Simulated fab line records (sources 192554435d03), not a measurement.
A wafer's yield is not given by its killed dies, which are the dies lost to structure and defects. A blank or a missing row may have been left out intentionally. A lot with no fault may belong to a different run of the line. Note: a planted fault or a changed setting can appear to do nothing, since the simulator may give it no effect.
A lot that was struck, set against a sound lot :: flow n5 finfet :: 39 out of 1938 route steps
Sound: wafers L773.1, L773.3, L773.5. Struck: wafer L768.5 (left out: L768.4, L768.6 of the same lot, which were not struck); the cause appears at the end.
For every step that has rows: the tool of each side, followed by ch and its chambers, followed by its first start. Under that, the readings that differ: sound wafers :: struck wafers :: difference of the means :: sigmas: that difference in standard deviations of wafers without a fault.
alike: words and numbers the same on both sides, and readings whose means are apart by under 2 such deviations; not compared: readings that were withheld, readings missing a value for some wafer, numbers with overlapping values and no deviation given by the record, and bounds like >300 which may hide the same value.
A row with sigmas, a row that says differs or no value, or rows on one side alone: a step with any of these is where the two part. Non-overlapping numbers with no deviation appear without sigmas and do not part them. A reading that every wafer of one side lacks parts them only if that side has two wafers or more.

first, 10 steps without rows for these wafers: N5_BEOL_M3_STRIP_36 (strips in N2/H2); N5_BEOL_M3_TRENCH_ETCH_37 (etches SiOC in C4F6/O2, target depth 55.555 nm, time 29.2 s); N5_BEOL_M3_ETCH_41 (etches SiCN in CH3F/O2, target depth 29.9 nm, time 52.5 s); N5_BEOL_M3_STRIP_97 (strips in N2/H2, time 10 s); N5_BEOL_M3_HM_STRIP_39 (strips TiN in peroxide tin strip, target depth 25 nm, time 158 s); N5_BEOL_M3_SRD_40 (time 30 s); N5_BEOL_M3_PRECLEAN_42 (cleans in residue remover, time 60 s); N5_BEOL_M3_SRD_43 (time 30 s); N5_BEOL_M3_DEGAS_44 (time 60 s); N5_BEOL_M3_PRE_CLEAN_45 (time 30 s).
N5_BEOL_M3_ALD_84: deposits TaN, pulse time 2 s, purge time 3 s, co reactant purge time 2 s.
  sound on ald metal-04 ch 0,1,3, day 14 03:02; struck on ald metal-01 ch 0, day 12 14:59
reading: ald cycles
sound: 30 30 30
struck: 14
difference: -16
sigmas: 

reading: heater power w (W)
sound: 356 357 384
struck: 469
difference: +103
sigmas: +3
  not compared: model.TaN_of_BEOL_M3_ALD_84.thk nm
then, 26 steps without rows for these wafers: N5_BEOL_M3_SURFACE_TREAT_85; N5_BEOL_M3_CVD_47 (deposits Co from CCTBA/H2, target thk 3 nm, time 223.8 s); N5_BEOL_M3_SPUTTER_48 (material Cu, target thk 4.5 nm, time 8.29 s); N5_BEOL_M3_ANNEAL_49 (time 240 s); N5_BEOL_M3_SPUTTER_79 (material Cu, target thk 4.5 nm, time 8.29 s); N5_BEOL_M3_ANNEAL_80 (time 240 s); N5_BEOL_M3_SPUTTER_81 (material Cu, target thk 4.5 nm, time 8.29 s); N5_BEOL_M3_ANNEAL_82 (time 240 s); N5_BEOL_M3_SPUTTER_86 (material Cu, target thk 4.5 nm, time 8.29 s); N5_BEOL_M3_ANNEAL_87 (time 240 s); N5_BEOL_M3_SPUTTER_88 (material Cu, target thk 4.5 nm, time 8.29 s); N5_BEOL_M3_ANNEAL_89 (time 240 s); N5_BEOL_M3_SPUTTER_90 (material Cu, target thk 4.5 nm, time 8.29 s); N5_BEOL_M3_ANNEAL_91 (time 240 s); N5_BEOL_M3_SPUTTER_92 (material Cu, target thk 4.5 nm, time 8.29 s); N5_BEOL_M3_ANNEAL_93 (time 240 s); N5_BEOL_M3_SPUTTER_94 (material Cu, target thk 4.5 nm, time 8.29 s); N5_BEOL_M3_ANNEAL_95 (time 240 s); N5_BEOL_M3_SPUTTER_96 (material Cu, target thk 4.5 nm, time 8.29 s); N5_BEOL_M3_ECD_50 (material Cu, target thk 300 nm); N5_BEOL_M3_ANNEAL_51 (time 90 s); N5_BEOL_M3_CMP_52 (polishes, stops on SiOC, t overpolish 6.8 s, target thk 40 nm); N5_BEOL_M3_PRE_CLEAN_60 (time 15 s); N5_BEOL_M3_CO_CAP_55 (material Co, precursor CCTBA/H2, target thk 2 nm, time 102.1 s); N5_BEOL_M3_PRE_CLEAN_56 (time 15 s); N5_BEOL_M3_DEP_57 (deposits SiCN from 3MS/NH3, target thk 8 nm, time 14 s).
N5_BEOL_M4_RC_MEAS_101:
  sound on prober-01 ch 0, day 14 20:55; struck on prober-01 ch 0, day 14 02:00
reading: COMB_M3 (S/m)
sound: 5.2e-11 4.8e-11 4.4e-11
struck: 8.11e-10
difference: +7.63e-10
sigmas: +64

reading: COMB_M3_max_site (S/m)
sound: 7e-11 9.7e-11 5.7e-11
struck: 9.6e-10
difference: +8.9e-10
sigmas: +49

reading: SERP_M3 (ohm/um)
sound: 211 192 184
struck: 140
difference: -56
sigmas: -4

reading: SERP_M3_max_site (ohm/um)
sound: 229 196 191
struck: 147
difference: -58
sigmas: -4

reading: SS_P (mV/dec)
sound: 72.0 73.1 73.6
struck: 74.4
difference: +1.5
sigmas: +2
  alike: DIBL_N, DIBL_P, IOFF_N, IOFF_P, ION_N, ION_P, SS_N, VT_N, VT_P
-- the record jumps here: 4 days lie between the struck wafers' starts before and after (it left off in module BEOL_M4 and takes up again in module PASSIVATION, whose first step shown is number 1936 of the route) --
N5_PASSIVATION_PROBE_49:
  sound on prober-01, day 19 17:56; struck on prober-02, day 18 12:20
reading: defect limited yield (%)
sound: 90.8 90.1 91.3
struck: 60.5
difference: -30.2
sigmas: -22

reading: killed_at_M0_to_M3
sound: 33 57 28
struck: 407
difference: +368
sigmas: +33

reading: killed dies
sound: 109 117 103
struck: 466
difference: +356
sigmas: +21

reading: killed on rim
sound: 17 22 12
struck: 75
difference: +58
sigmas: +14

reading: killed short
sound: 43 47 38
struck: 26
difference: -17
sigmas: -2

reading: sort_bin_4_leakage (%)
sound: 0 0 0
struck: 32.63
difference: +32.63
sigmas: +99 or more

reading: sort n pass
sound: 1071 1063 1077
struck: 714
difference: -356
sigmas: -21

reading: sort yield pct (%)
sound: 90.8 90.1 91.3
struck: 60.5
difference: -30.2
sigmas: -22
  alike: killed_at_M4_up, killed at contacts, killed at front end, killed at other, killed open, sort_bin_5_function, sort_bin_6_memory

## WHERE THEY PART
Last at N5_PASSIVATION_PROBE_49 as far as this record goes, first at N5_BEOL_M3_ALD_84.

WHY: whatever the simulator had introduced
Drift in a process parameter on ald metal-01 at N5_BEOL_M3_ALD_84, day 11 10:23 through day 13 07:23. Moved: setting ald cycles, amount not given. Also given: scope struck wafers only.
